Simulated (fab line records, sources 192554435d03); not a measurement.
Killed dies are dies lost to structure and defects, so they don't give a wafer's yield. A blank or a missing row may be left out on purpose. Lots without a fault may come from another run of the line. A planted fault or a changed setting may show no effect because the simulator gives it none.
fab line records | flow n5_finfet
record lots=5 wafers=15 last_day=18
route steps=1938 shown BEOL_M4@1099 BEOL_M5@1112 BEOL_M7@1305 PASSIVATION@1936
lots that met no fault: from a run of the same line without faults
start_h: hours from the record's first day to the start of the lot's first wafer shown | wait_h: hours since the lot's step before | " the same as in the row above | L1.1+2: a row that stands for several wafers | - no value, or no start given | * or withheld: withheld | < > ~ a bound
route shown NAME@n: a module of which the file shows steps, and the number in the route of the first | usual: mean/standard deviation of fault-free wafers | same: alike in all rows | chamber/n: place in a boat | sites: the reading at each site | _std_site: their standard deviation | _edge_site: outer sites' mean less inner sites' | radius_mm: how far each site lies from the wafer's centre | mask NAME#n: copy n | behind: the tool/chamber that last shaped the wafer | hold: why the lot was held/for how many hours/how that ended | device: the transistor (n, p or np) that didn't switch | end of line: the same wafers' tests at the end of the route | a step without rows: its recipe alone | killed: dies lost to structure and defects at the first sort, not the wafer's yield | map: a wafer's dies, x killed, . not, _ none there
set.NAME: the setting as run; set.NAME@STEP: as run at that earlier step | model.NAME: the simulator's own value behind a step, which no gauge read
lots at some steps of the route; a table a step, a row a wafer
services: from which hour (start_h, from the record's first day; less than 0 if before it) a tool's chamber was out of use, for how many hours, and why
## steps
# step N5_BEOL_M4_ANNEAL_95
# recipe temp_c=400 time_s=240 ambient=vacuum
# step N5_BEOL_M4_SPUTTER_96
# recipe material=Cu target_thk_a=45 temp_c=-20 chamber_pressure_pa=0.07 power_w=withheld time_s=8.29
# step N5_BEOL_M4_ECD_50
# recipe material=Cu target_thk_a=3000
# step N5_BEOL_M4_ANNEAL_51
# recipe temp_c=225 time_s=90 ambient=N2
# step N5_BEOL_M4_CMP_52
# recipe stop_on=SiOC t_overpolish_s=6.8 down_force_psi=1 platen_rpm=50 clearing_platen_down_force_psi=1.5 clearing_platen_rpm=50 post_cmp_clean=cu_alkaline target_thk_nm=40 clearing_platen_pad_velocity_m_s=0.99484 pad_velocity_m_s=0.99484
# step N5_BEOL_M4_PRE_CLEAN_60
# recipe gas=NH3/H2 time_s=15 temp_c=* rf_power_w=300
# step N5_BEOL_M4_CO_CAP_55
# recipe material=Co target_thk_a=20 temp_c=200 precursor=CCTBA/H2 pressure_torr=30 time_s=102.1
# step N5_BEOL_M4_PRE_CLEAN_56
# recipe gas=NH3 time_s=15 temp_c=withheld rf_power_w=300
# step N5_BEOL_M4_DEP_57
# recipe material=SiCN target_thk_a=80 temp_c=withheld precursor=3MS/NH3 pressure_torr=3 rf_w=202 time_s=14
# step N5_BEOL_M4_RC_MEAS_101
# usual DIBL_N=36.4/1.7 DIBL_P=36.4/2.1 IOFF_N=0.16/0.035 IOFF_P=0.21/0.035 ION_N=680/11 ION_P=465/6.8 SS_N=71.5/0.58 SS_P=73.2/0.72 VT_N=249/3.6 VT_P=-250/3.1
# columns lot.wafer tool chamber start_h wait_h DIBL_N[mV/V] DIBL_P[mV/V] IOFF_N[nA/um] IOFF_P[nA/um] ION_N[uA/um] ION_P[uA/um] SS_N[mV/dec] SS_P[mV/dec] VT_N[mV] VT_P[mV]
L585.3 prober-02 0 218.54 0.3 38.2 38.6 0.18 0.22 677 457 72.4 73.4 249 -249
L585.4 " 0 " " 38.6 40.2 0.20 0.25 690 474 72.3 74.0 245 -248
L585.5 " 0 " " 37.3 37.8 0.16 0.21 680 465 71.6 73.6 254 -251
L586.2 prober-01 0 220.90 0.2 36.7 34.2 0.15 0.20 678 458 71.6 73.0 249 -248
L586.3 " 0 " " 37.7 36.1 0.18 0.24 688 474 71.8 73.6 243 -246
L586.6 " 0 " " 36.3 33.6 0.14 0.19 668 459 71.7 72.5 253 -253
L587.2 prober-02 0 233.23 0.2 38.1 39.4 0.18 0.22 674 461 71.9 73.7 248 -250
L587.4 " 0 " " 35.0 36.0 0.14 0.18 674 461 71.0 72.9 251 -251
L587.5 " 0 " " 35.5 35.8 0.13 0.17 674 462 70.5 74.0 253 -252
L596.2 prober-01 0 302.55 0.2 37.1 37.9 0.21 0.21 674 452 72.1 74.1 248 -253
L596.3 " 0 " " 39.2 40.1 0.27 0.26 705 470 73.0 74.4 239 -249
L596.6 " 0 " " 37.0 37.6 0.20 0.21 678 457 72.6 73.2 247 -251
L599.1 prober-01 0 309.46 0.0 37.1 37.3 0.17 0.24 685 471 71.3 73.8 249 -247
L599.2 " 0 " " 37.0 36.5 0.16 0.23 674 461 71.4 73.7 250 -248
L599.4 " 0 " " 36.6 35.0 0.15 0.21 668 462 71.9 73.1 251 -250
# step N5_BEOL_M5_ILD_DEP_00
# recipe material=SiCOH_lowk target_thk_a=1406.4 temp_c=300 precursor=DEMS/porogen pressure_torr=5 rf_w=500 time_s=25.9
# step N5_BEOL_M5_CURE_79
# recipe temp_c=385 time_s=240 ambient=He/Ar material=SiCOH_lowk
# step N5_BEOL_M5_PECVD_70
# recipe material=SiO2 target_thk_a=160 temp_c=400 precursor=TEOS/O2 pressure_torr=5.5 rf_w=450 teos_flow_sccm=53.8 gas=O2 flow_sccm=3000 time_s=18
# step N5_BEOL_M5_HM_DEP_02
# recipe material=TiN target_thk_a=200 temp_c=25 chamber_pressure_pa=0.49996
# step N5_BEOL_M5_COAT_59
# recipe resist=SOC temp_c=250 time_s=60 spin_rpm=1500 resist_thk_nm=60
# step N5_BEOL_M5_COAT_60
# recipe resist=SiARC temp_c=220 time_s=60 spin_rpm=1500 resist_thk_nm=12
# step N5_BEOL_M5_COAT_71
# recipe resist=underlayer temp_c=205 time_s=60 spin_rpm=1500 resist_thk_nm=5
# step N5_BEOL_M5_COAT_05
# recipe resist=CAR-EUV spin_rpm=1500 resist_thk_nm=30
# step N5_BEOL_M5_EBR_07
# recipe solvent=PGMEA ebr_width_mm=1.5
# step N5_BEOL_M5_SOFTBAKE_06
# recipe temp_c=110 time_s=60 resist=CAR-EUV
# step N5_BEOL_M5_EXPOSE_08
# recipe mask_id=M5 na=0.33 source_shape=annular sigma_inner=0.4 sigma_outer=0.8 polarization=unpolarized target_cd_nm=28 dose_mj=35.75
# step N5_BEOL_M5_PEB_09
# recipe peb_temp_c=100 peb_time_s=60 resist=CAR-EUV
# step N5_BEOL_M5_DEVELOP_10
# recipe develop_time_s=30 developer=TMAH resist=CAR-EUV rinse_liquid=surfactant_rinse dry=air_spin dev_temp_c=23
# step N5_BEOL_M5_DESCUM_16
# recipe chemistry=O2 time_s=7 source_power_w=50 bias_power_w=20 pressure_mtorr=20 rf_frequency_hz=2.712e+07 temp_c=40 resist=CAR-EUV o2_flow_sccm=225
# step N5_BEOL_M5_ETCH_72
# recipe chemistry=N2/H2 target=underlayer target_depth_a=65 mask_material=CAR-EUV time_s=5.2 ion_energy_ev=200 pressure_mtorr=30 source_w=840 bias_w=150 n2_flow_sccm=200 h2_flow_sccm=200 ends=cleared
# step N5_BEOL_M5_ETCH_61
# recipe chemistry=CF4 target=SiARC target_depth_a=156 mask_material=CAR-EUV time_s=26 ion_energy_ev=80 pressure_mtorr=40 source_w=545 bias_w=36 Ar_flow_sccm=100 cf4_flow_sccm=100 ends=cleared
# step N5_BEOL_M5_ETCH_62
# recipe chemistry=N2/H2 target=SOC target_depth_a=750 overetch_a=150 mask_material=SiARC temp_c=40 time_s=112.5 ion_energy_ev=200 pressure_mtorr=30 source_w=840 bias_w=150 n2_flow_sccm=200 h2_flow_sccm=200
# step N5_BEOL_M5_STRIP_63
# recipe chemistry=N2/H2 temp_c=40 n2_flow_sccm=200 h2_flow_sccm=200 rf_frequency_hz=6e+07
# step N5_BEOL_M5_STRIP_73
# recipe chemistry=N2/H2 temp_c=40 n2_flow_sccm=200 h2_flow_sccm=200 rf_frequency_hz=6e+07
# step N5_BEOL_M5_STRIP_64
# recipe chemistry=CF4 resist=SiARC power_w=300 bias_power_w=75 pressure_mtorr=50 cf4_flow_sccm=150 rf_frequency_hz=6e+07
# step N5_BEOL_M5_HM_OPEN_17
# recipe chemistry=Cl2/BCl3 target_depth_a=200 overetch_a=60 target=TiN mask_material=SOC ion_energy_ev=150 pressure_mtorr=10 icp_w=1000 bias_w=126 Cl2_flow_sccm=53.25 bcl3_flow_sccm=21.75 Ar_flow_sccm=25
# step N5_BEOL_M5_STRIP_19
# recipe chemistry=O2 power_w=400 temp_c=40 pressure_mtorr=30 rf_frequency_hz=6e+07 bias_power_w=0 overash_fraction=0.2 o2_flow_sccm=225
# step N5_BEOL_M5_COAT_65
# recipe resist=SOC temp_c=250 time_s=60 spin_rpm=1500 resist_thk_nm=60
# step N5_BEOL_M5_COAT_66
# recipe resist=SiARC temp_c=220 time_s=60 spin_rpm=1500 resist_thk_nm=12
# step N5_BEOL_M7_VIA_ETCH_34
# recipe chemistry=C4F6/O2 target=SiCOH_lowk target_depth_a=1255 mask_material=SOC taper_deg=4 time_s=50.5 ion_energy_ev=250 pressure_mtorr=30 source_w=345 bias_w=185 Ar_flow_sccm=300 C4F6_flow_sccm=10 O2_flow_sccm=10
# usual C4F6_flow_sccm=10.00/0.031 O2_flow_sccm=10.00/0.031 chamber_pressure_mTorr=30.00/0.049 drypump_motor_current_A=5.41/0.29 mfc_ar_sccm=299.9/0.96 oes_o_777_au=0.79/0.097 oes_product_au=0.80/0.1 rf_vpp_V=668/9.8 showerhead_plenum_p_Torr=2.87/0.074 throttle_valve_pct=20.84/0.2
# columns lot.wafer tool chamber start_h wait_h C4F6_flow_sccm O2_flow_sccm chamber_pressure_mTorr drypump_motor_current_A mfc_ar_sccm oes_o_777_au oes_product_au rf_hours_counter_h rf_vpp_V showerhead_plenum_p_Torr throttle_valve_pct model.SiARC_of_BEOL_M7_COAT_64.thk_nm model.SOC_of_BEOL_M7_COAT_63.thk_nm
L585.3 rie_diel-05 1 254.83 0.0 - - - - - - - - - - - 6.4 60
L585.4 " 3 " " - - - - - - - - - - - 6.4 60.2
L585.5 " 3 " " - - - - - - - - - - - 6.4 60
L586.2 rie_diel-06 2 254.98 0.0 - - - - - - - - - - - 6.4 60.4
L586.3 " 0 " " - - - - - - - - - - - 6.2 60.2
L586.6 " 2 " " - - - - - - - - - - - 6.4 60.4
L587.2 rie_diel-06 2 257.42 0.0 - - - - - - - - - - - 6.4 60.2
L587.4 " 0 " " - - - - - - - - - - - 6.2 60.2
L587.5 " 3 " " - - - - - - - - - - - 6.2 60.2
L596.2 rie_diel-05 1 332.46 0.0 9.96 10.02 30.02 5.47 297.9 0.83 0.86 76 665 2.76 20.50 0 53.4
L596.3 " 2 " " 10.08 9.98 30.03 5.69 299.8 0.90 0.88 46 654 2.92 20.79 0 53.4
L596.6 " 0 " " 10.02 10.01 29.98 4.98 298.7 0.86 0.91 - 656 2.90 20.93 0 53.8
L599.1 rie_diel-05 1 340.74 0.0 10.00 10.05 29.95 5.46 300.0 0.82 0.85 78 665 2.76 20.48 0 53.6
L599.2 " 0 " " 9.96 9.96 29.95 5.02 298.5 0.86 0.91 39 658 2.90 20.92 0 53.8
L599.4 " 3 " " 9.97 9.98 29.98 5.33 301.2 0.67 0.69 213 671 2.82 21.03 0 53.8
# step N5_PASSIVATION_PROBE_49
# usual defect_limited_yield=91.3/1.4 killed_at_M0_to_M3=36/11 killed_at_M4_up=13/5.2 killed_at_contacts=13/6.5 killed_at_front_end=37/11 killed_at_other=3.6/2.9 killed_dies=103/17 killed_on_rim=13/3.6 killed_open=68/12 killed_short=33/7.3 sort_bin_5_function=5.2/0.91 sort_bin_6_memory=3.2/0.67 sort_n_pass=1077/17 sort_yield_pct=91.3/1.4
# same gross_dies=1180 killed_at_back_side=0 sort_bin_4_leakage[%]=0 sort_bin_8_speed[%]=0
# columns lot.wafer tool chamber start_h wait_h defect_limited_yield[%] killed_at_M0_to_M3 killed_at_M4_up killed_at_contacts killed_at_front_end killed_at_other killed_dies killed_on_rim killed_open killed_short sort_bin_5_function[%] sort_bin_6_memory[%] sort_n_pass sort_yield_pct[%]
L585.3 prober-01 - 333.03 0.1 0 40 1081 6 50 3 1180 152 68 42 96.3 3.5 0 0
L585.4 prober-01 - 333.08 0.2 0 40 1087 12 36 5 1180 152 79 32 95.8 3.7 0 0
L585.5 prober-01 - 333.13 0.2 0 36 1088 10 36 10 1180 152 72 34 96.2 3.6 0 0
L587.2 prober-01 - 337.51 0.1 0 35 1075 28 36 6 1180 152 79 32 96.1 3.6 0 0
L587.4 prober-01 - 337.61 0.2 0 15 1113 16 30 6 1180 152 55 25 97.2 2.6 0 0
L587.5 prober-01 - 337.66 0.2 0 20 1125 19 14 2 1180 152 51 20 97.7 2.1 0 0
L586.2 prober-01 - 341.37 0.1 0 32 1095 12 33 8 1180 152 67 35 96.4 3.6 0 0
L586.3 prober-01 - 341.42 0.1 0 31 1082 5 52 10 1180 152 66 41 95.4 3.8 0 0
L586.6 prober-01 - 341.57 0.3 0 25 1102 4 46 3 1180 152 55 34 97.6 2.3 0 0
L599.1 prober-01 - 427.29 0.0 92.1 12 14 20 45 2 93 11 61 28 5.4 2.3 1087 92.1
L599.2 prober-01 - 427.34 0.1 90.0 27 10 10 71 0 118 12 79 39 7.0 2.8 1062 90.0
L599.4 prober-01 - 427.44 0.2 90.4 25 16 20 51 1 113 8 74 37 5.7 3.7 1067 90.4
# killed by level:class
L585.3 BEOL_M7:area_etch=1067 BEOL_M2:geometric_particle:open=10 STI_FIN_REVEAL:geometric_particle:open=8 ILD0:geometric_particle:open=8 BEOL_M0_SAQP:geometric_particle:open=7 ILD0:geometric_particle:short=7 BEOL_M0_SAQP:geometric_particle:short=7 STI_FIN_REVEAL:geometric_particle:short=6
L585.4 BEOL_M7:area_etch=1067 FIN_SAQP:geometric_particle:open=15 BEOL_M0_SAQP:geometric_particle:short=12 BEOL_M0_SAQP:geometric_particle:open=11 MOL_CONTACT_COAG:geometric_particle:open=10 BEOL_M2:geometric_particle:open=10 BEOL_M5:geometric_particle:open=8 FIN_SAQP:geometric_particle:short=5
L585.5 BEOL_M7:area_etch=1074 FIN_SAQP:geometric_particle:open=10 MOL_CONTACT_COAG:geometric_particle:open=9 BEOL_M3:geometric_particle:open=9 FIN_SAQP:geometric_particle:short=8 BEOL_M0_SAQP:geometric_particle:open=8 GATE_CUT:geometric_particle:short=7 BEOL_M0_SAQP:geometric_particle:short=6
L587.2 BEOL_M7:area_etch=1067 MOL_CONTACT_COAG:geometric_particle:open=23 BEOL_M0_SAQP:geometric_particle:open=9 STI_FIN_REVEAL:geometric_particle:open=8 BEOL_M0_SAQP:geometric_particle:short=8 BEOL_M3:geometric_particle:open=8 DUMMY_GATE:geometric_particle:open=5 MOL_CONTACT_COAG:geometric_particle:short=5
L587.4 BEOL_M7:area_etch=1097 MOL_CONTACT_COAG:geometric_particle:open=15 STI_FIN_REVEAL:geometric_particle:open=4 GATE_CUT:geometric_particle:open=4 BEOL_M3:geometric_particle:open=4 BEOL_M5:geometric_particle:open=4 MIM_TOP_ETCH:geometric_particle:open=4 FIN_SAQP:geometric_particle:open=3
L587.5 BEOL_M7:area_etch=1109 MOL_CONTACT_COAG:geometric_particle:open=14 BEOL_M4:geometric_particle:open=7 BEOL_M2:geometric_particle:open=6 MOL_CONTACT_COAG:geometric_particle:short=5 BEOL_M0_SAQP:geometric_particle:short=5 BEOL_M0_SAQP:geometric_particle:open=5 STI_FIN_REVEAL:geometric_particle:open=4
L586.2 BEOL_M7:area_etch=1078 BEOL_M2:geometric_particle:open=13 STI_FIN_REVEAL:geometric_particle:open=11 MOL_CONTACT_COAG:geometric_particle:open=10 BEOL_M4:geometric_particle:open=7 GATE_CUT:geometric_particle:short=6 BEOL_M0_SAQP:geometric_particle:open=6 PASS1_DEP:geometric_particle:short=5
L586.3 BEOL_M7:area_etch=1072 FIN_SAQP:geometric_particle:open=14 FIN_SAQP:geometric_particle:short=11 BEOL_M2:geometric_particle:open=11 STI_FIN_REVEAL:geometric_particle:open=6 PASS1_DEP:geometric_particle:short=6 GATE_CUT:geometric_particle:short=4 GATE_CUT:geometric_particle:open=4
L586.6 BEOL_M7:area_etch=1090 STI_FIN_REVEAL:geometric_particle:open=17 BEOL_M0_SAQP:geometric_particle:short=6 FIN_SAQP:geometric_particle:open=5 FIN_SAQP:geometric_particle:short=5 BEOL_M2:geometric_particle:open=5 MOL_CONTACT_COAG:geometric_particle:open=4 BEOL_M0_SAQP:geometric_particle:open=4
L599.1 MOL_CONTACT_COAG:geometric_particle:open=17 FIN_SAQP:geometric_particle:short=10 FIN_SAQP:geometric_particle:open=8 STI_FIN_REVEAL:geometric_particle:open=8 DUMMY_GATE:geometric_particle:open=4 BEOL_M4:geometric_particle:open=4 ILD0:geometric_particle:open=3 GATE_CUT:geometric_particle:short=3
L599.2 FIN_SAQP:geometric_particle:open=15 FIN_SAQP:geometric_particle:short=12 STI_FIN_REVEAL:geometric_particle:open=11 DUMMY_GATE:geometric_particle:open=11 BEOL_M1:geometric_particle:open=9 GATE_CUT:geometric_particle:short=7 MOL_CONTACT_COAG:geometric_particle:open=7 BEOL_M0_SAQP:geometric_particle:open=6
L599.4 MOL_CONTACT_COAG:geometric_particle:open=17 FIN_SAQP:geometric_particle:open=12 FIN_SAQP:geometric_particle:short=10 BEOL_M2:geometric_particle:open=9 GATE_CUT:geometric_particle:short=7 STI_FIN_REVEAL:geometric_particle:open=6 BEOL_M3:geometric_particle:open=5 BEOL_M5:geometric_particle:open=5
# map L585.3 (x killed, . not)
_________________xxxxxxxxxxxx________________
______________xxxxxxxxxxxxxxxxxx_____________
___________xxxxxxxxxxxxxxxxxxxxxxxx__________
__________xxxxxxxxxxxxxxxxxxxxxxxxxx_________
________xxxxxxxxxxxxxxxxxxxxxxxxxxxxxx_______
_______xxxxxxxxxxxxxxxxxxxxxxxxxxxxxxxx______
______xxxxxxxxxxxxxxxxxxxxxxxxxxxxxxxxxx_____
_____xxxxxxxxxxxxxxxxxxxxxxxxxxxxxxxxxxxx____
____xxxxxxxxxxxxxxxxxxxxxxxxxxxxxxxxxxxxxx___
___xxxxxxxxxxxxxxxxxxxxxxxxxxxxxxxxxxxxxxxx__
___xxxxxxxxxxxxxxxxxxxxxxxxxxxxxxxxxxxxxxxx__
__xxxxxxxxxxxxxxxxxxxxxxxxxxxxxxxxxxxxxxxxxx_
__xxxxxxxxxxxxxxxxxxxxxxxxxxxxxxxxxxxxxxxxxx_
_xxxxxxxxxxxxxxxxxxxxxxxxxxxxxxxxxxxxxxxxxxxx
_xxxxxxxxxxxxxxxxxxxxxxxxxxxxxxxxxxxxxxxxxxxx
_xxxxxxxxxxxxxxxxxxxxxxxxxxxxxxxxxxxxxxxxxxxx
_xxxxxxxxxxxxxxxxxxxxxxxxxxxxxxxxxxxxxxxxxxxx
_xxxxxxxxxxxxxxxxxxxxxxxxxxxxxxxxxxxxxxxxxxxx
_xxxxxxxxxxxxxxxxxxxxxxxxxxxxxxxxxxxxxxxxxxxx
_xxxxxxxxxxxxxxxxxxxxxxxxxxxxxxxxxxxxxxxxxxxx
_xxxxxxxxxxxxxxxxxxxxxxxxxxxxxxxxxxxxxxxxxxxx
__xxxxxxxxxxxxxxxxxxxxxxxxxxxxxxxxxxxxxxxxxx_
__xxxxxxxxxxxxxxxxxxxxxxxxxxxxxxxxxxxxxxxxxx_
___xxxxxxxxxxxxxxxxxxxxxxxxxxxxxxxxxxxxxxxx__
___xxxxxxxxxxxxxxxxxxxxxxxxxxxxxxxxxxxxxxxx__
____xxxxxxxxxxxxxxxxxxxxxxxxxxxxxxxxxxxxxx___
_____xxxxxxxxxxxxxxxxxxxxxxxxxxxxxxxxxxxx____
______xxxxxxxxxxxxxxxxxxxxxxxxxxxxxxxxxx_____
_______xxxxxxxxxxxxxxxxxxxxxxxxxxxxxxxx______
________xxxxxxxxxxxxxxxxxxxxxxxxxxxxxx_______
__________xxxxxxxxxxxxxxxxxxxxxxxxxx_________
___________xxxxxxxxxxxxxxxxxxxxxxxx__________
______________xxxxxxxxxxxxxxxxxx_____________
_________________xxxxxxxxxxxx________________
# map L586.2 (x killed, . not)
_________________xxxxxxxxxxxx________________
______________xxxxxxxxxxxxxxxxxx_____________
___________xxxxxxxxxxxxxxxxxxxxxxxx__________
__________xxxxxxxxxxxxxxxxxxxxxxxxxx_________
________xxxxxxxxxxxxxxxxxxxxxxxxxxxxxx_______
_______xxxxxxxxxxxxxxxxxxxxxxxxxxxxxxxx______
______xxxxxxxxxxxxxxxxxxxxxxxxxxxxxxxxxx_____
_____xxxxxxxxxxxxxxxxxxxxxxxxxxxxxxxxxxxx____
____xxxxxxxxxxxxxxxxxxxxxxxxxxxxxxxxxxxxxx___
___xxxxxxxxxxxxxxxxxxxxxxxxxxxxxxxxxxxxxxxx__
___xxxxxxxxxxxxxxxxxxxxxxxxxxxxxxxxxxxxxxxx__
__xxxxxxxxxxxxxxxxxxxxxxxxxxxxxxxxxxxxxxxxxx_
__xxxxxxxxxxxxxxxxxxxxxxxxxxxxxxxxxxxxxxxxxx_
_xxxxxxxxxxxxxxxxxxxxxxxxxxxxxxxxxxxxxxxxxxxx
_xxxxxxxxxxxxxxxxxxxxxxxxxxxxxxxxxxxxxxxxxxxx
_xxxxxxxxxxxxxxxxxxxxxxxxxxxxxxxxxxxxxxxxxxxx
_xxxxxxxxxxxxxxxxxxxxxxxxxxxxxxxxxxxxxxxxxxxx
_xxxxxxxxxxxxxxxxxxxxxxxxxxxxxxxxxxxxxxxxxxxx
_xxxxxxxxxxxxxxxxxxxxxxxxxxxxxxxxxxxxxxxxxxxx
_xxxxxxxxxxxxxxxxxxxxxxxxxxxxxxxxxxxxxxxxxxxx
_xxxxxxxxxxxxxxxxxxxxxxxxxxxxxxxxxxxxxxxxxxxx
__xxxxxxxxxxxxxxxxxxxxxxxxxxxxxxxxxxxxxxxxxx_
__xxxxxxxxxxxxxxxxxxxxxxxxxxxxxxxxxxxxxxxxxx_
___xxxxxxxxxxxxxxxxxxxxxxxxxxxxxxxxxxxxxxxx__
___xxxxxxxxxxxxxxxxxxxxxxxxxxxxxxxxxxxxxxxx__
____xxxxxxxxxxxxxxxxxxxxxxxxxxxxxxxxxxxxxx___
_____xxxxxxxxxxxxxxxxxxxxxxxxxxxxxxxxxxxx____
______xxxxxxxxxxxxxxxxxxxxxxxxxxxxxxxxxx_____
_______xxxxxxxxxxxxxxxxxxxxxxxxxxxxxxxx______
________xxxxxxxxxxxxxxxxxxxxxxxxxxxxxx_______
__________xxxxxxxxxxxxxxxxxxxxxxxxxx_________
___________xxxxxxxxxxxxxxxxxxxxxxxx__________
______________xxxxxxxxxxxxxxxxxx_____________
_________________xxxxxxxxxxxx________________
## services
# columns tool chamber start_h hours kind
rie_diel-06 0 287.29 12.3 repair
rie_diel-05 2 295.07 17.0 repair
rie_diel-05 2 316.07 4.0 repair
## key
first_sign step=N5_BEOL_M7_VIA_ETCH_34 reading=tool_record direction=missing
effect step=N5_PASSIVATION_PROBE_49 reading=killed_at_M4_up direction=up sigmas=99+ usual=13 struck=1094
model_effect step=N5_BEOL_M7_VIA_ETCH_34 value=SiARC_of_BEOL_M7_COAT_64.thk_nm without=0 struck=6.333
more_kills_born_at N5_BEOL_M7_VIA_ETCH_34@rie_diel-06=6513 N5_BEOL_M7_VIA_ETCH_34@rie_diel-05=3208
met_at N5_BEOL_M7_VIA_ETCH_34
struck_wafers L585.3,L585.4,L585.5,L586.2,L586.3,L586.6,L587.2,L587.4,L587.5
later_rows_left_out L585.3,L585.4,L585.5,L586.2,L586.3,L586.6,L587.2,L587.4,L587.5
fault kind=skipped_step_whole tool=rie_diel-05,rie_diel-06 chamber=- onset_h=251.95 steps=N5_BEOL_M7_VIA_ETCH_34 scope=struck_lots_only
# later_rows_left_out: the simulator's readings of these wafers behind a module that went badly wrong aren't trusted and aren't shown, but for the sort
